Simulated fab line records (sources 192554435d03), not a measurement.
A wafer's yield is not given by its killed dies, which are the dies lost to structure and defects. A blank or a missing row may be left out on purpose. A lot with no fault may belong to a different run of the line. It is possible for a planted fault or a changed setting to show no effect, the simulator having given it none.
fab line records	flow n5Finfet
record lots=24	wafers=72	lastDay=18
route steps=1938 shown ZERO_LAYER@4 PMOS_HMC_CHANNEL_EPI@70 FIN_SAQP@112
lots that met no fault: from a run of the same line without faults
startH: the number of hours between the record's first day and the start of the first shown wafer of the lot	waitH: how many hours have passed since the lot's step before this one	" unchanged from the row above	L1.1+2: a row that stands for several wafers	- no value, or no start given	* or withheld: withheld	< > ~ a bound
route shown NAME@n: a module of which the file shows steps, and the number in the route of the first	usual: mean/standard deviation of fault-free wafers	same: alike in all rows	chamber/n: place in a boat	sites: per-site readings	_std_site: standard deviation of those values	_edge_site: inner sites' mean taken away from outer sites' mean	radiusMm: how far each site lies from the wafer's centre	mask NAME#n: copy n	behind: the most recent tool/chamber to have shaped the wafer	hold: what put the lot on hold/how long, in hours/how the hold closed	device: whichever transistor did not switch (one of n, p or np)	end of line: the same wafers' tests at the end of the route	step lacking rows: just its recipe	killed: the dies lost at the first sort to structure and to defects; this is not the yield of the wafer	map: a wafer's dies, marking killed ones x, the rest . and places with no die _
set.NAME: the setting the step ran with; set.NAME@STEP: the setting that earlier step ran with	model.NAME: the simulator's own value behind a step, which no gauge read
a sample of lots followed through the steps of the route, with each step as a table and each wafer as a row
services: when a tool's chamber went out of use (startH, in hours from the record's first day, below 0 if earlier), for how many hours, and the reason
## steps
# step N5_ZERO_LAYER_PECVD_02
# recipe material=SiO2	targetThkA=100	tempC=400	precursor=SiH4/N2O	pressureTorr=0.75	rfW=275	timeS=6
# usual heaterPowerW=789/91	showerheadPlenumPTorr=8.22/0.17
lot.wafer	tool	chamber	startH	waitH	heaterPowerW	showerheadPlenumPTorr
L074.1	pecvd-04	1	12.28	0.0	940	8.46
L074.4	"	1	"	"	941	8.43
L074.5	"	2	"	"	912	8.14
L075.4	pecvd-02	1	18.31	0.1	680	7.98
L075.5	"	0	"	"	728	7.98
L075.6	"	2	"	"	754	8.06
L076.2	pecvd-03	0	24.28	0.0	865	8.39
L076.3	"	0	"	"	887	8.38
L076.4	"	1	"	"	702	8.26
L077.1	pecvd-03	0	30.28	0.0	995	8.40
L077.2	"	1	"	"	779	8.25
L077.4	"	0	"	"	977	8.37
L078.1	pecvd-03	0	36.28	0.0	832	8.41
L078.4	"	0	"	"	809	8.38
L078.6	"	0	"	"	832	8.38
L079.1	pecvd-03	0	42.28	0.0	937	8.38
L079.3	"	1	"	"	732	8.22
L079.6	"	0	"	"	969	8.41
L080.3	pecvd-03	1	48.31	0.1	766	8.25
L080.4	"	0	"	"	827	8.41
L080.5	"	0	"	"	840	8.39
L081.2	pecvd-04	2	54.28	0.0	803	8.15
L081.3	"	0	"	"	732	8.16
L081.5	"	2	"	"	785	8.16
L082.3	pecvd-04	2	60.28	0.0	841	8.16
L082.4	"	1	"	"	806	8.45
L082.5	"	2	"	"	878	8.14
L083.2	pecvd-02	0	66.28	0.0	802	7.97
L083.5	"	0	"	"	788	7.95
L083.6	"	1	"	"	601	7.96
L084.2	pecvd-03	0	72.28	0.0	918	8.39
L084.3	"	2	"	"	738	8.46
L084.6	"	0	"	"	899	8.41
L085.2	pecvd-03	1	78.28	0.0	766	8.24
L085.5	"	1	"	"	765	8.26
L085.6	"	0	"	"	881	8.38
L086.1	pecvd-02	1	84.28	0.0	698	7.98
L086.3	"	2	"	"	742	8.04
L086.5	"	0	"	"	717	7.98
L087.1	pecvd-03	2	90.28	0.0	781	8.40
L087.5	"	1	"	"	774	8.23
L087.6	"	2	"	"	783	8.44
L088.1	pecvd-04	2	96.28	0.0	860	8.17
L088.3	"	1	"	"	931	8.43
L088.4	"	2	"	"	877	8.16
L089.1	pecvd-02	2	102.28	0.0	675	8.03
L089.4	"	0	"	"	842	8.01
L089.5	"	1	"	"	628	7.97
L090.2	pecvd-03	0	108.30	0.0	850	8.39
L090.3	"	2	"	"	773	8.42
L090.5	"	0	"	"	858	8.39
L091.2	pecvd-02	1	114.30	0.0	575	8.00
L091.3	"	0	"	"	719	7.98
L091.6	"	0	"	"	730	7.98
L092.1	pecvd-03	0	120.28	0.0	919	8.39
L092.2	"	2	"	"	738	8.43
L092.3	"	1	"	"	713	8.25
L093.3	pecvd-04	1	126.28	0.0	909	8.41
L093.4	"	1	"	"	912	8.45
L093.6	"	2	"	"	898	8.13
L094.1	pecvd-02	0	132.28	0.0	807	7.96
L094.5	"	0	"	"	809	7.95
L094.6	"	1	"	"	632	7.97
L095.2	pecvd-02	2	138.28	0.0	780	8.04
L095.3	"	1	"	"	690	7.96
L095.4	"	2	"	"	783	8.07
L096.2	pecvd-03	0	144.28	0.0	947	8.41
L096.4	"	0	"	"	929	8.40
L096.6	"	2	"	"	723	8.48
L097.3	pecvd-04	2	150.28	0.0	946	8.13
L097.5	"	1	"	"	841	8.45
L097.6	"	2	"	"	945	8.14
# step N5_PMOS_HMC_CHANNEL_EPI_HM_OPEN_15
# recipe chemistry=CHF3/O2	target=SiO2	maskMaterial=CAR-ArF-block	targetDepthA=406	CHF3_flow_sccm=50	O2_flow_sccm=5	Ar_flow_sccm=200	timeS=20.3	pressureMtorr=30	sourceW=650	biasW=170	ionEnergyEv=200
# usual O2_flow_sccm=4.999/0.014	drypumpMotorCurrentA=5.7/0.58	oesProductAu=0.80/0.098	rfVppV=531/9.4	showerheadPlenumPTorr=2.41/0.066	throttleValvePct=18.87/0.29
lot.wafer	tool	chamber	startH	waitH	O2_flow_sccm	drypumpMotorCurrentA	oesProductAu	rfHoursCounterH	rfVppV	showerheadPlenumPTorr	throttleValvePct
L074.1	rieDiel-03	2	17.28	0.0	5.001	5.5	0.73	175	537	2.31	19.04
L074.4	"	0	"	"	5.011	5.0	0.96	15	529	2.45	18.32
L074.5	"	0	"	"	5.010	5.0	0.96	-	530	2.45	18.33
L075.4	rieDiel-04	1	23.50	0.0	5.010	6.5	0.84	63	538	2.46	18.89
L075.5	"	1	"	"	5.003	6.6	0.83	-	535	2.46	18.90
L075.6	"	2	"	"	5.011	5.7	0.68	-	550	2.50	19.38
L076.2	rieDiel-01	2	29.29	0.0	5.003	6.1	0.69	223	523	2.37	18.75
L076.3	"	3	"	"	5.014	6.4	0.99	4	529	2.39	18.70
L076.4	"	3	"	"	5.012	6.4	0.99	-	530	2.39	18.70
L077.1	rieDiel-03	1	37.33	0.0	4.998	5.3	0.80	127	533	2.44	18.77
L077.2	"	3	"	"	4.998	6.2	0.75	160	539	2.52	18.87
L077.4	"	0	"	"	4.975	5.0	0.92	-	530	2.45	18.34
L078.1	rieDiel-01	0	43.46	0.0	4.999	4.7	1.02	0	517	2.46	18.62
L078.4	"	1	"	"	5.024	5.2	0.75	164	511	2.38	19.09
L078.6	"	3	"	"	4.998	6.4	0.96	-	530	2.38	18.73
L079.1	rieDiel-03	3	47.98	0.0	4.987	6.3	0.75	166	539	2.51	18.87
L079.3	"	1	"	"	4.970	5.3	0.80	133	534	2.44	18.79
L079.6	"	2	"	"	4.968	5.5	0.72	-	534	2.31	19.07
L080.3	rieDiel-04	2	53.92	0.0	4.983	5.7	0.68	238	550	2.50	19.37
L080.4	"	1	"	"	4.993	6.5	0.83	68	536	2.46	18.91
L080.5	"	0	"	"	4.986	5.7	0.69	-	524	2.48	19.43
L081.2	rieDiel-03	0	59.34	0.0	5.005	5.0	0.91	31	531	2.45	18.36
L081.3	"	3	"	"	5.021	6.2	0.74	169	541	2.51	18.88
L081.5	"	3	"	"	5.012	6.2	0.75	-	538	2.51	18.88
L082.3	rieDiel-03	0	65.90	0.0	5.031	5.0	0.91	34	530	2.45	18.37
L082.4	"	2	"	"	4.995	5.5	0.72	187	535	2.31	19.06
L082.5	"	0	"	"	5.002	5.0	0.92	-	528	2.45	18.37
L083.2	rieDiel-01	2	71.55	0.0	4.996	6.1	0.68	238	522	2.36	18.79
L083.5	"	2	"	"	4.993	6.1	0.68	-	521	2.36	18.79
L083.6	"	1	"	"	4.972	5.2	0.74	-	511	2.38	19.12
L084.2	rieDiel-03	3	77.48	0.0	4.994	6.3	0.74	175	538	2.51	18.88
L084.3	"	1	"	"	5.029	5.3	0.79	141	534	2.43	18.80
L084.6	"	0	"	"	4.995	5.0	0.90	-	530	2.44	18.39
L085.2	rieDiel-04	3	83.39	0.0	5.007	6.6	0.75	155	534	2.31	19.13
L085.5	"	2	"	"	4.986	5.7	0.68	-	550	2.49	19.40
L085.6	"	3	"	"	5.022	6.6	0.76	-	535	2.31	19.13
L086.1	rieDiel-01	1	90.19	0.0	5.007	5.2	0.74	177	511	2.38	19.12
L086.3	"	3	"	"	4.992	6.4	0.93	26	529	2.38	18.75
L086.5	"	0	"	"	5.010	4.7	0.95	-	515	2.46	18.67
L087.1	rieDiel-03	3	95.43	0.0	4.975	6.2	0.74	180	538	2.51	18.90
L087.5	"	3	"	"	4.996	6.2	0.73	-	539	2.51	18.91
L087.6	"	1	"	"	5.013	5.3	0.78	-	534	2.43	18.82
L088.1	rieDiel-04	1	101.84	0.0	4.992	6.6	0.81	82	537	2.45	18.94
L088.3	"	3	"	"	5.010	6.6	0.74	160	534	2.31	19.14
L088.4	"	1	"	"	5.003	6.5	0.82	-	537	2.45	18.93
L089.1	rieDiel-03	0	107.98	0.0	5.025	5.0	0.89	44	529	2.44	18.38
L089.4	"	2	"	"	5.005	5.5	0.70	-	534	2.30	19.10
L089.5	"	0	"	"	4.980	5.0	0.89	-	530	2.44	18.38
L090.2	rieDiel-03	1	113.33	0.0	4.979	5.3	0.77	154	535	2.43	18.81
L090.3	"	0	"	"	4.995	5.0	0.89	46	529	2.44	18.39
L090.5	"	1	"	"	4.971	5.3	0.77	-	534	2.43	18.82
L091.2	rieDiel-03	2	119.41	0.0	4.988	5.5	0.70	204	536	2.30	19.09
L091.3	"	3	"	"	5.016	6.2	0.74	181	540	2.51	18.89
L091.6	"	0	"	"	4.981	5.0	0.88	-	530	2.44	18.39
L092.1	rieDiel-01	1	125.98	0.0	5.000	5.2	0.72	191	511	2.37	19.13
L092.2	"	3	"	"	5.000	6.4	0.90	40	530	2.37	18.77
L092.3	"	0	"	"	5.003	4.7	0.92	28	515	2.45	18.67
L093.3	rieDiel-03	2	131.81	0.0	4.980	5.5	0.70	208	535	2.30	19.11
L093.4	"	0	"	"	5.007	5.0	0.88	51	528	2.44	18.40
L093.6	"	0	"	"	4.992	5.0	0.87	-	530	2.44	18.39
L094.1	rieDiel-04	3	137.67	0.0	5.015	6.6	0.74	174	532	2.30	19.15
L094.5	"	3	"	"	4.998	6.6	0.73	-	533	2.30	19.15
L094.6	"	2	"	"	5.006	5.7	0.93	-	552	2.49	19.01
L095.2	rieDiel-01	2	144.14	0.0	4.985	6.1	1.00	4	524	2.36	18.38
L095.3	"	3	"	"	5.008	6.4	0.89	46	530	2.37	18.80
L095.4	"	0	"	"	4.987	4.8	0.90	34	515	2.45	18.69
L096.2	rieDiel-01	1	149.56	0.0	5.018	5.2	0.72	198	511	2.37	19.16
L096.4	"	3	"	"	5.021	6.3	0.89	47	530	2.37	18.78
L096.6	"	3	"	"	5.001	6.4	0.90	-	529	2.37	18.78
L097.3	rieDiel-04	2	155.17	0.0	5.014	5.7	0.90	13	552	2.49	19.03
L097.5	"	1	"	"	5.001	6.5	0.80	-	536	2.44	18.96
L097.6	"	2	"	"	4.984	5.7	0.90	-	550	2.49	19.02
# step N5_PMOS_HMC_CHANNEL_EPI_STRIP_33
# recipe chemistry=N2/H2	powerW=500	tempC=40	pressureMtorr=50	rfFrequencyHz=6e+07	overashFraction=0.3	biasPowerW=8	h2Frac=0.5	n2FlowSccm=300	h2FlowSccm=300
# usual drypumpMotorCurrentA=5.7/0.58	oesProductAu=0.80/0.099	rfVppV=54.3/1.6	showerheadPlenumPTorr=3.36/0.088	throttleValvePct=18.8/0.34
lot.wafer	tool	chamber	startH	waitH	drypumpMotorCurrentA	oesProductAu	rfHoursCounterH	rfVppV	showerheadPlenumPTorr	throttleValvePct
L074.1	rieDiel-03	2	17.34	0.0	5.5	0.73	175	55.3	3.20	18.9
L074.4	"	0	"	"	5.1	0.97	15	54.7	3.43	18.3
L074.5	"	0	"	"	5.0	0.96	-	52.4	3.43	18.3
L075.4	rieDiel-04	1	23.55	0.0	6.5	0.85	63	54.4	3.39	19.0
L075.5	"	1	"	"	6.5	0.85	-	52.8	3.39	18.9
L075.6	"	2	"	"	5.7	0.69	-	55.8	3.47	19.8
L076.2	rieDiel-01	2	29.34	0.0	6.1	0.69	223	51.0	3.34	18.9
L076.3	"	3	"	"	6.4	0.99	4	52.7	3.31	18.7
L076.4	"	3	"	"	6.4	0.97	-	54.3	3.31	18.7
L077.1	rieDiel-03	1	37.39	0.0	5.3	0.78	127	55.0	3.37	18.7
L077.2	"	3	"	"	6.3	0.75	160	53.5	3.48	18.5
L077.4	"	0	"	"	5.0	0.93	-	53.9	3.43	18.4
L078.1	rieDiel-01	0	43.51	0.0	4.7	1.01	0	52.6	3.42	18.5
L078.4	"	1	"	"	5.2	0.75	164	54.8	3.35	19.1
L078.6	"	3	"	"	6.4	0.95	-	54.9	3.31	18.7
L079.1	rieDiel-03	3	48.04	0.0	6.3	0.74	166	54.0	3.48	18.6
L079.3	"	1	"	"	5.3	0.78	133	55.7	3.37	18.7
L079.6	"	2	"	"	5.5	0.72	-	56.2	3.20	18.9
L080.3	rieDiel-04	2	53.98	0.0	5.7	0.69	238	53.8	3.47	19.8
L080.4	"	1	"	"	6.5	0.83	68	55.3	3.39	18.9
L080.5	"	0	"	"	5.7	0.69	-	53.0	3.48	19.4
L081.2	rieDiel-03	0	59.39	0.0	5.0	0.93	31	54.5	3.42	18.4
L081.3	"	3	"	"	6.2	0.73	169	55.3	3.48	18.5
L081.5	"	3	"	"	6.2	0.75	-	57.5	3.48	18.5
L082.3	rieDiel-03	0	65.96	0.0	5.0	0.91	34	56.8	3.42	18.4
L082.4	"	2	"	"	5.5	0.71	187	53.6	3.20	18.9
L082.5	"	0	"	"	5.0	0.92	-	52.9	3.42	18.4
L083.2	rieDiel-01	2	71.60	0.0	6.1	0.68	238	56.7	3.33	18.9
L083.5	"	2	"	"	6.1	0.69	-	55.1	3.33	18.9
L083.6	"	1	"	"	5.2	0.74	-	54.3	3.34	19.1
L084.2	rieDiel-03	3	77.54	0.0	6.2	0.75	175	54.0	3.47	18.6
L084.3	"	1	"	"	5.3	0.77	141	51.6	3.37	18.7
L084.6	"	0	"	"	5.0	0.89	-	55.2	3.42	18.4
L085.2	rieDiel-04	3	83.45	0.0	6.6	0.75	155	54.6	3.23	19.0
L085.5	"	2	"	"	5.7	0.67	-	56.2	3.46	19.8
L085.6	"	3	"	"	6.6	0.74	-	51.7	3.23	19.0
L086.1	rieDiel-01	1	90.24	0.0	5.2	0.74	177	53.1	3.34	19.1
L086.3	"	3	"	"	6.4	0.94	26	57.2	3.30	18.7
L086.5	"	0	"	"	4.8	0.95	-	53.2	3.42	18.5
L087.1	rieDiel-03	3	95.49	0.0	6.3	0.73	180	55.2	3.47	18.6
L087.5	"	3	"	"	6.2	0.74	-	54.6	3.47	18.6
L087.6	"	1	"	"	5.3	0.77	-	52.0	3.36	18.7
L088.1	rieDiel-04	1	101.90	0.0	6.5	0.81	82	53.5	3.38	19.0
L088.3	"	3	"	"	6.6	0.74	160	56.0	3.23	19.0
L088.4	"	1	"	"	6.5	0.82	-	54.9	3.38	19.0
L089.1	rieDiel-03	0	108.03	0.0	5.0	0.91	44	55.1	3.41	18.4
L089.4	"	2	"	"	5.5	0.71	-	54.5	3.19	18.9
L089.5	"	0	"	"	5.1	0.90	-	52.3	3.41	18.4
L090.2	rieDiel-03	1	113.38	0.0	5.3	0.75	154	56.0	3.36	18.8
L090.3	"	0	"	"	5.1	0.88	46	54.5	3.41	18.4
L090.5	"	1	"	"	5.3	0.78	-	52.4	3.36	18.7
L091.2	rieDiel-03	2	119.46	0.0	5.5	0.70	204	50.7	3.19	18.9
L091.3	"	3	"	"	6.2	0.74	181	57.6	3.47	18.6
L091.6	"	0	"	"	5.1	0.90	-	54.0	3.41	18.4
L092.1	rieDiel-01	1	126.04	0.0	5.2	0.72	191	57.1	3.33	19.2
L092.2	"	3	"	"	6.4	0.90	40	56.8	3.29	18.7
L092.3	"	0	"	"	4.7	0.94	28	55.8	3.41	18.5
L093.3	rieDiel-03	2	131.87	0.0	5.6	0.70	208	51.8	3.19	18.9
L093.4	"	3	"	"	6.3	0.74	186	56.7	3.47	18.6
L093.6	"	1	"	"	5.3	0.75	-	53.6	3.36	18.7
L094.1	rieDiel-04	3	137.75	0.1	6.6	0.73	174	54.0	3.22	19.0
L094.5	"	3	"	"	6.6	0.74	-	53.5	3.22	19.0
L094.6	"	2	"	"	5.7	0.94	-	52.7	3.46	19.5
L095.2	rieDiel-01	2	144.19	0.0	6.1	1.00	4	52.4	3.32	18.5
L095.3	"	3	"	"	6.4	0.90	46	54.0	3.29	18.7
L095.4	"	0	"	"	4.7	0.89	34	52.9	3.41	18.5
L096.2	rieDiel-01	1	149.61	0.0	5.2	0.70	198	54.9	3.33	19.2
L096.4	"	3	"	"	6.4	0.90	47	54.0	3.29	18.8
L096.6	"	3	"	"	6.4	0.89	-	53.1	3.29	18.8
L097.3	rieDiel-04	2	155.23	0.0	5.7	0.91	13	56.7	3.45	19.5
L097.5	"	1	"	"	6.5	0.81	-	55.5	3.37	19.0
L097.6	"	2	"	"	5.7	0.91	-	53.9	3.45	19.5
# step N5_PMOS_HMC_CHANNEL_EPI_INSPECT_30
# recipe inspectInstrument=darkfield	mode=postEpi
# usual rawDefectCount=17/6
lot.wafer	tool	chamber	startH	waitH	rawDefectCount
L074.1	defectInspect-02	-	20.45	0.0	24
L074.4	"	-	"	"	18
L074.5	"	-	"	"	15
L075.4	defectInspect-01	-	26.56	0.0	13
L075.5	"	-	"	"	27
L075.6	"	-	"	"	26
L076.2	defectInspect-02	-	31.95	0.0	13
L076.3	"	-	"	"	17
L076.4	"	-	"	"	17
L077.1	defectInspect-02	-	40.52	0.0	15
L077.2	"	-	"	"	13
L077.4	"	-	"	"	12
L078.1	defectInspect-02	-	46.59	0.0	12
L078.4	"	-	"	"	8
L078.6	"	-	"	"	9
L079.1	defectInspect-02	-	50.64	0.0	6
L079.3	"	-	"	"	13
L079.6	"	-	"	"	9
L080.3	defectInspect-02	-	56.99	0.0	25
L080.4	"	-	"	"	18
L080.5	"	-	"	"	34
L081.2	defectInspect-02	-	62.00	0.0	18
L081.3	"	-	"	"	18
L081.5	"	-	"	"	11
L082.3	defectInspect-01	-	68.66	0.0	23
L082.4	"	-	"	"	10
L082.5	"	-	"	"	21
L083.2	defectInspect-02	-	74.23	0.0	20
L083.5	"	-	"	"	12
L083.6	"	-	"	"	13
L084.2	defectInspect-01	-	80.16	0.0	26
L084.3	"	-	"	"	27
L084.6	"	-	"	"	20
L085.2	defectInspect-02	-	86.47	0.0	14
L085.5	"	-	"	"	18
L085.6	"	-	"	"	20
L086.1	defectInspect-01	-	92.86	0.0	15
L086.3	"	-	"	"	24
L086.5	"	-	"	"	26
L087.1	defectInspect-01	-	98.09	0.0	17
L087.5	"	-	"	"	11
L087.6	"	-	"	"	11
L088.1	defectInspect-02	-	104.50	0.0	13
L088.3	"	-	"	"	12
L088.4	"	-	"	"	19
L089.1	defectInspect-02	-	110.74	0.0	12
L089.4	"	-	"	"	16
L089.5	"	-	"	"	8
L090.2	defectInspect-01	-	116.01	0.0	27
L090.3	"	-	"	"	21
L090.5	"	-	"	"	17
L091.2	defectInspect-01	-	122.07	0.0	19
L091.3	"	-	"	"	12
L091.6	"	-	"	"	9
L092.1	defectInspect-02	-	128.69	0.0	17
L092.2	"	-	"	"	18
L092.3	"	-	"	"	21
L093.3	defectInspect-01	-	134.58	0.0	18
L093.4	"	-	"	"	15
L093.6	"	-	"	"	14
L094.1	defectInspect-01	-	140.78	0.0	13
L094.5	"	-	"	"	12
L094.6	"	-	"	"	17
L095.2	defectInspect-01	-	146.89	0.0	14
L095.3	"	-	"	"	24
L095.4	"	-	"	"	26
L096.2	defectInspect-01	-	152.64	0.0	21
L096.4	"	-	"	"	14
L096.6	"	-	"	"	16
L097.3	defectInspect-02	-	157.84	0.0	27
L097.5	"	-	"	"	36
L097.6	"	-	"	"	20
# step N5_FIN_SAQP_OVL_MEAS_17
# recipe pointsPerWafer=44
# usual FIN_CORE_OVL=-0.4/0.93
lot.wafer	tool	chamber	startH	waitH	FIN_CORE_OVL[nm]
L074.1	overlay-01	0	23.34	0.0	0.5
L074.4	"	0	"	"	-0.3
L074.5	"	0	"	"	0.0
L075.4	overlay-02	0	27.94	0.0	-0.2
L075.5	"	0	"	"	0.4
L075.6	"	0	"	"	-0.3
L076.2	overlay-01	0	33.31	0.0	-0.6
L076.3	"	0	"	"	0.0
L076.4	"	0	"	"	-0.5
L077.1	overlay-01	0	42.08	0.0	0.6
L077.2	"	0	"	"	-0.7
L077.4	"	0	"	"	-0.4
L078.1	overlay-02	0	48.06	0.0	-2.1
L078.4	"	0	"	"	-1.3
L078.6	"	0	"	"	-1.6
L079.1	overlay-02	0	53.10	0.0	0.1
L079.3	"	0	"	"	-0.4
L079.6	"	0	"	"	-0.9
L080.3	overlay-02	0	58.57	0.0	-0.9
L080.4	"	0	"	"	0.8
L080.5	"	0	"	"	0.2
L081.2	overlay-02	0	63.46	0.0	-0.1
L081.3	"	0	"	"	0.4
L081.5	"	0	"	"	1.2
L082.3	overlay-02	0	70.02	0.0	0.9
L082.4	"	0	"	"	-0.5
L082.5	"	0	"	"	-0.8
L083.2	overlay-02	0	75.68	0.0	0.1
L083.5	"	0	"	"	-0.4
L083.6	"	0	"	"	-0.5
L084.2	overlay-02	0	81.86	0.0	-1.4
L084.3	"	0	"	"	-0.4
L084.6	"	0	"	"	-0.2
L085.2	overlay-01	0	87.97	0.0	1.4
L085.5	"	0	"	"	1.0
L085.6	"	0	"	"	1.4
L086.1	overlay-01	0	94.78	0.0	0.6
L086.3	"	0	"	"	1.0
L086.5	"	0	"	"	0.7
L087.1	overlay-02	0	99.48	0.0	-0.1
L087.5	"	0	"	"	-1.1
L087.6	"	0	"	"	-0.7
L088.1	overlay-02	0	105.75	0.0	-1.7
L088.3	"	0	"	"	-1.3
L088.4	"	0	"	"	-0.3
L089.1	overlay-01	0	112.00	0.0	-1.9
L089.4	"	0	"	"	-0.9
L089.5	"	0	"	"	-1.4
L090.2	overlay-02	0	117.81	0.0	-1.0
L090.3	"	0	"	"	1.2
L090.5	"	0	"	"	0.6
L091.2	overlay-01	0	123.30	0.0	-0.4
L091.3	"	0	"	"	0.0
L091.6	"	0	"	"	1.2
L092.1	overlay-01	0	130.36	0.0	-0.2
L092.2	"	0	"	"	0.0
L092.3	"	0	"	"	-1.4
L093.3	overlay-01	0	135.94	0.0	0.2
L093.4	"	0	"	"	0.7
L093.6	"	0	"	"	0.1
L094.1	overlay-02	0	142.03	0.0	0.1
L094.5	"	0	"	"	-0.1
L094.6	"	0	"	"	-0.7
L095.2	overlay-01	0	148.26	0.0	-0.3
L095.3	"	0	"	"	-0.9
L095.4	"	0	"	"	-1.0
L096.2	overlay-02	0	154.11	0.0	-0.9
L096.4	"	0	"	"	-1.4
L096.6	"	0	"	"	-0.6
L097.3	overlay-02	0	159.08	0.0	-2.0
L097.5	"	0	"	"	-1.7
L097.6	"	0	"	"	-2.6
# step N5_FIN_SAQP_MANDREL_ETCH_22
# recipe targetDepthA=600	chemistry=HBr/Cl2	target=a-Si	stopOn=SiNx	btTimeS=10	overEtchFrac=0.5	timeS=30	pressureMtorr=10	icpW=800	biasW=75	HBr_flow_sccm=150	Cl2_flow_sccm=80	ends=endPoint
# usual drypumpMotorCurrentA=5.9/0.39	oesProductAu=0.767/0.013	throttleValvePct=35.23/0.25
lot.wafer	tool	chamber	startH	waitH	drypumpMotorCurrentA	oesProductAu	rfHoursCounterH	throttleValvePct
L074.1	rieSi-05	1	23.81	0.0	6.5	0.760	8	35.43
L074.4	"	3	"	"	5.6	0.760	47	34.98
L074.5	"	2	"	"	5.3	0.791	-	35.04
L075.4	rieSi-05	2	28.48	0.0	5.3	0.783	0	35.07
L075.5	"	3	"	"	5.6	0.762	-	34.97
L075.6	"	0	"	"	5.7	0.789	-	35.03
L076.2	rieSi-05	0	33.73	0.0	5.7	0.777	84	35.06
L076.3	"	3	"	"	5.6	0.755	47	35.00
L076.4	"	2	"	"	5.2	0.795	0	35.04
L077.1	rieSi-05	2	42.42	0.0	5.3	0.780	0	35.07
L077.2	"	3	"	"	5.6	0.759	47	34.97
L077.4	"	0	"	"	5.8	0.778	85	35.03
L078.1	rieSi-05	3	48.40	0.0	5.6	0.755	47	35.00
L078.4	"	2	"	"	5.2	0.786	1	35.08
L078.6	"	1	"	"	6.4	0.758	-	35.42
L079.1	rieSi-02	1	54.05	0.0	6.3	0.757	123	35.69
L079.3	"	2	"	"	6.0	0.771	114	35.54
L079.6	"	2	"	"	6.0	0.791	-	35.53
L080.3	rieSi-02	3	59.15	0.0	5.6	0.744	96	35.29
L080.4	"	1	"	"	6.3	0.762	124	35.68
L080.5	"	0	"	"	6.2	0.769	-	35.02
L081.2	rieSi-02	1	63.80	0.0	6.3	0.750	124	35.70
L081.3	"	0	"	"	6.2	0.745	101	35.07
L081.5	"	1	"	"	6.3	0.771	-	35.68
L082.3	rieSi-02	2	70.45	0.0	6.0	0.780	114	35.53
L082.4	"	1	"	"	6.3	0.775	124	35.67
L082.5	"	0	"	"	6.2	0.772	-	35.02
L083.2	rieSi-02	0	76.02	0.0	6.2	0.767	102	35.01
L083.5	"	0	"	"	6.2	0.770	-	35.01
L083.6	"	3	"	"	5.6	0.744	-	35.26
L084.2	rieSi-02	3	82.20	0.0	5.6	0.749	96	35.26
L084.3	"	1	"	"	6.3	0.775	124	35.68
L084.6	"	1	"	"	6.3	0.776	-	35.66
L085.2	rieSi-05	0	88.49	0.0	5.7	0.763	86	35.03
L085.5	"	3	"	"	5.6	0.754	-	34.96
L085.6	"	0	"	"	5.7	0.767	-	35.03
L086.1	rieSi-05	2	95.13	0.0	5.3	0.780	2	35.08
L086.3	"	3	"	"	5.6	0.755	48	34.97
L086.5	"	3	"	"	5.6	0.752	-	34.99
L087.1	rieSi-02	2	100.05	0.0	6.0	0.785	114	35.55
L087.5	"	2	"	"	6.0	0.788	-	35.53
L087.6	"	1	"	"	6.3	0.764	-	35.68
L088.1	rieSi-05	3	106.09	0.0	5.6	0.750	49	34.97
L088.3	"	0	"	"	5.7	0.773	86	35.03
L088.4	"	2	"	"	5.3	0.775	2	35.06
L089.1	rieSi-05	3	112.92	0.0	5.6	0.749	49	34.99
L089.4	"	1	"	"	6.5	0.771	9	35.43
L089.5	"	0	"	"	5.7	0.763	-	35.05
L090.2	rieSi-05	0	118.15	0.0	5.7	0.758	86	35.06
L090.3	"	1	"	"	6.4	0.759	9	35.43
L090.5	"	1	"	"	6.4	0.772	-	35.41
L091.2	rieSi-05	1	123.64	0.0	6.4	0.755	10	35.44
L091.3	"	0	"	"	5.7	0.761	86	35.03
L091.6	"	1	"	"	6.5	0.769	-	35.42
L092.1	rieSi-02	1	130.70	0.0	6.3	0.774	125	35.68
L092.2	"	2	"	"	6.0	0.788	115	35.49
L092.3	"	3	"	"	5.6	0.743	97	35.27
L093.3	rieSi-02	1	136.41	0.0	6.3	0.772	125	35.70
L093.4	"	2	"	"	6.0	0.793	115	35.53
L093.6	"	1	"	"	6.3	0.780	-	35.68
L094.1	rieSi-02	1	142.37	0.0	6.3	0.768	125	35.69
L094.5	"	2	"	"	6.0	0.783	-	35.53
L094.6	"	1	"	"	6.4	0.772	-	35.67
L095.2	rieSi-05	0	148.60	0.0	5.7	0.774	87	35.05
L095.3	"	2	"	"	5.2	0.783	2	35.07
L095.4	"	1	"	"	6.5	0.775	10	35.41
L096.2	rieSi-05	3	154.54	0.0	5.6	0.754	49	34.97
L096.4	"	0	"	"	5.7	0.772	87	35.03
L096.6	"	3	"	"	5.6	0.759	-	34.99
L097.3	rieSi-02	0	159.42	0.0	6.3	0.770	104	35.03
L097.5	"	3	"	"	5.6	0.758	-	35.25
L097.6	"	0	"	"	6.2	0.775	-	35.00
## services
tool	chamber	startH	hours	kind
pecvd-04	-	-8.45	2.8	pm
rieDiel-01	3	2.48	-	clean
rieDiel-01	3	2.48	-	consumableReplace:focusRing
rieDiel-01	3	2.48	17.9	scheduledDown
rieDiel-01	3	2.48	17.9	ventCycle
rieDiel-03	3	9.53	2.5	repair
rieDiel-04	2	10.81	5.6	repair
rieDiel-01	0	20.36	-	clean
rieDiel-01	0	20.36	-	consumableReplace:focusRing
rieDiel-01	0	20.36	22.2	scheduledDown
rieDiel-01	0	20.36	22.2	ventCycle
rieDiel-04	-	25.11	0.3	repair
rieDiel-03	2	31.89	9.4	repair
rieDiel-04	-	32.22	14.6	pm
rieDiel-01	-	61.20	4.3	pm
rieDiel-03	-	63.79	0.7	repair
rieDiel-03	0	86.86	11.8	repair
rieDiel-03	3	95.85	18.6	repair
rieDiel-04	1	129.49	9.0	repair
rieSi-05	-	130.48	14.6	pm
rieDiel-04	0	130.52	10.4	repair
rieDiel-04	1	139.52	4.0	repair
pecvd-03	-	148.09	0.9	repair
pecvd-04	2	157.25	1.7	repair
## key
fault none
